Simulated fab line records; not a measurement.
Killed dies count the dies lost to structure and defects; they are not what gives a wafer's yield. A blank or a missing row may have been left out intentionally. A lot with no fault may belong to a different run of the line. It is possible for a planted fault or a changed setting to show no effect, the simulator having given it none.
Which tool is to blame?    flow nand_harc    13 lots with 39 wafers sampled at 6 steps, on a route of 1159 steps

WHAT EACH GAUGE READ, for each wafer
NHARC_P_BONDPAD_THK_MEAS_20: measures by xrf. Usual: 160.7 nm for thk_nm, sd 1.3.
lot   measured      on             thk_nm (nm)        flag
L998  day 6 20:07   film_metro-02  159.8 161.1 162.0  
L997  day 6 20:47   film_metro-01  160.9 161.1 160.1  
L999  day 7 04:05   film_metro-02  161.7 163.7 162.3  
L104  day 8 08:20   film_metro-02  159.5 159.0 160.1  
L107  day 8 23:51   film_metro-02  160.7 159.1 162.2  
L106  day 9 00:32   film_metro-01  161.3 159.7 161.1  
L108  day 9 13:43   film_metro-02  158.9 161.0 159.2  
L109  day 9 18:58   film_metro-02  160.9 162.5 160.3  
L110  day 10 08:19  film_metro-02  161.1 160.7 159.9  
L112  day 10 14:05  film_metro-02  159.4 160.3 163.0  
L113  day 10 16:40  film_metro-01  162.3 160.3 162.3  
L115  day 10 23:42  film_metro-02  162.8 159.4 162.6  
L118  day 11 21:52  film_metro-01  160.7 161.2 161.4  

NHARC_A_SOURCE_PLATE_THK_MEAS_06: measures by ellipsometry. Usual: 199.8 nm for thk_nm, sd 2.1.
lot   measured      on             thk_nm (nm)        flag
L998  day 7 19:16   film_metro-01  198.7 199.6 198.1  
L997  day 7 19:16   film_metro-02  200.4 203.1 202.1  
L999  day 8 03:29   film_metro-02  199.0 199.9 199.2  
L104  day 9 05:34   film_metro-02  199.6 196.6 199.8  
L107  day 9 23:31   film_metro-01  201.6 198.0 202.5  
L106  day 9 23:31   film_metro-02  197.6 199.0 199.0  
L108  day 10 18:29  film_metro-02  200.2 200.7 201.1  
L109  day 10 18:29  film_metro-01  199.0 199.1 200.1  
L110  day 11 10:28  film_metro-01  194.2 194.8 197.5  
L112  day 11 13:53  film_metro-01  200.0 202.2 203.9  
L113  day 11 13:54  film_metro-02  201.3 200.3 201.5  
L115  day 12 01:10  film_metro-01  198.9 196.5 198.1  
L118  day 13 00:05  film_metro-02  201.2 196.8 199.5  

NHARC_A_ONON_D1_THK_MEAS_08: measures by ellipsometry. Usual: 998 nm for thk_nm, sd 9.5.
lot   measured      on             thk_nm (nm)     flag
L998  day 7 21:19   film_metro-01  1012 1011 1011  
L997  day 7 21:40   film_metro-01  999 1000 1000   
L999  day 8 05:17   film_metro-02  1004 1004 1005  
L104  day 9 07:20   film_metro-02  990 989 992     
L107  day 10 01:18  film_metro-01  993 992 992     
L106  day 10 01:17  film_metro-02  993 995 994     
L108  day 10 20:19  film_metro-01  990 989 990     
L109  day 10 20:17  film_metro-02  1001 1001 1002  
L110  day 11 12:14  film_metro-02  1007 1008 1006  
L112  day 11 15:38  film_metro-01  713 713 998     OFF
L113  day 11 15:41  film_metro-02  1005 1005 1004  
L115  day 12 02:56  film_metro-02  712 713 993     OFF
L118  day 13 01:53  film_metro-02  983 983 984     

NHARC_END_SORT_01. Usual: killed_at_array 28, standard deviation 11; killed_at_other 0.8, standard deviation 1.3; killed_at_periphery 3.6, standard deviation 2.5; killed_dies 32, standard deviation 11; killed_open 3.0, standard deviation 1.8; killed_short 2.0, standard deviation 1.5.
lot   measured      on         killed_at_array  killed_at_other  killed_at_periphery  killed_dies  killed_open  killed_short  flag
L112  day 23 03:11  prober-01  675 672 25       0 0 0            2 5 1                677 677 26   4 6 3        4 0 4         OFF
L115  day 23 19:44  prober-02  669 666 44       2 4 4            6 7 6                677 677 54   4 2 5        5 4 1         OFF

EACH LOT AND THE TOOL THAT RAN IT (in order: tool; ch and the chambers of the sampled wafers; start)
lot   NHARC_A_ZERO_WELL_DESCUM_12         NHARC_A_ONON_D1_DEP_06
L998  rie_diel-09 ch 0,1, day 6 21:42     pecvd_onon-02 ch 0, day 7 20:47
L997  rie_diel-05 ch 1,2, day 6 22:20     pecvd_onon-02 ch 0, day 7 21:13
L999  rie_diel-05 ch 2,3, day 7 05:38     pecvd_onon-01 ch 0, day 8 04:53
L104  rie_diel-09 ch 1,3, day 8 10:01     pecvd_onon-02 ch 0, day 9 06:57
L107  rie_diel-09 ch 0,1,2, day 9 01:38   pecvd_onon-03 ch 0, day 10 00:47
L106  rie_diel-13 ch 0,1, day 9 02:18     pecvd_onon-01 ch 0, day 10 00:50
L108  rie_diel-13 ch 0,3, day 9 15:24     pecvd_onon-03 ch 0, day 10 19:52
L109  rie_diel-09 ch 0,1,3, day 9 20:31   pecvd_onon-02 ch 0, day 10 19:46
L110  rie_diel-13 ch 2,3, day 10 10:02    pecvd_onon-02 ch 0, day 11 11:47
L112  rie_diel-13 ch 1,2,3, day 10 16:01  pecvd_onon-02 ch 0, day 11 15:08
L113  rie_diel-13 ch 1,2,3, day 10 18:20  pecvd_onon-03 ch 0, day 11 15:10
L115  rie_diel-05 ch 0,2,3, day 11 01:19  pecvd_onon-02 ch 0, day 12 02:25
L118  rie_diel-09 ch 2,3, day 11 23:34    pecvd_onon-03 ch 0, day 13 01:23
- NHARC_A_ZERO_WELL_DESCUM_12: chemistry O2, time 3 s.
- NHARC_A_ONON_D1_DEP_06: target thk 1000 nm.

AS READ BY THE TOOLS THEMSELVES (means over the sampled wafers that have a number; for cases with no such wafer, the mark the record gives instead)
NHARC_A_ZERO_WELL_DESCUM_12. Usual: drypump_motor_current_A 5.7 A, standard deviation 0.54; oes_product_au 1.001 a.u., standard deviation 0.0068; rf_vpp_V 57.9 V, standard deviation 0.83; showerhead_plenum_p_Torr 1.92 Torr, standard deviation 0.09; throttle_valve_pct 11.311 %, standard deviation 0.0095.
lot   tool         drypump_motor_current_A (A)  oes_product_au (a.u.)  rf_vpp_V (V)  showerhead_plenum_p_Torr (Torr)  throttle_valve_pct (%)  flag
L998  rie_diel-09  5.5                          1.000                  57.9          1.95                             11.307                  
L997  rie_diel-05  5.6                          0.995                  57.6          1.84                             11.308                  
L999  rie_diel-05  6.2                          1.001                  58.8          1.95                             11.307                  
L104  rie_diel-09  5.9                          0.996                  58.7          1.89                             11.301                  
L107  rie_diel-09  5.3                          1.001                  57.1          1.89                             11.300                  
L106  rie_diel-13  5.5                          1.005                  57.4          1.96                             11.313                  
L108  rie_diel-13  5.9                          0.995                  57.1          1.91                             11.315                  
L109  rie_diel-09  5.9                          0.999                  57.4          1.95                             11.312                  
L110  rie_diel-13  5.5                          1.000                  58.2          2.00                             11.305                  
L112  rie_diel-13  5.4                          1.001                  58.2          2.01                             11.308                  
L113  rie_diel-13  5.4                          0.996                  58.3          2.01                             11.308                  
L115  rie_diel-05  6.3                          0.998                  58.0          1.89                             11.316                  
L118  rie_diel-09  5.5                          1.003                  57.5          1.89                             11.313                  

THE ANSWER, worked out from the rows above alone
Rule: take the mean of a lot's wafers that have a number; if it is more than 3 standard deviations from the usual mean, the lot is off. A lot without any number at a reading at which 4 lots or more have one is off too. All remaining lots with rows at the step are treated as sound. The gauges are gone through in route order, then the tools' own readings, and for those a lot's mean is taken as printed above. The first step at which some lot is off is used, and at that step the reading that is off furthest; a lot without a number counts as furthest.
Off, at NHARC_A_ONON_D1_THK_MEAS_08 on thk_nm: L112, L115.
If a tool, at a process step before that reading, ran all the lots that are off and no sound lot after the first of them, it fits. The gauges at NHARC_A_ONON_D1_THK_MEAS_08 aren't tried: what is off there is off at NHARC_END_SORT_01 too, on other tools, and a gauge's error can't cause that. One fits: pecvd_onon-02 at NHARC_A_ONON_D1_DEP_06. A fault onset in the window from L110 (day 11 11:47, its last sound lot) to L112 (day 11 15:08, its first lot off) fits.

WHAT WAS PUT IN BY THE SIMULATOR
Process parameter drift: pecvd_onon-02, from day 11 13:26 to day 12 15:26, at NHARC_A_ONON_D1_DEP_06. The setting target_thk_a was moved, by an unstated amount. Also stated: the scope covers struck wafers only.
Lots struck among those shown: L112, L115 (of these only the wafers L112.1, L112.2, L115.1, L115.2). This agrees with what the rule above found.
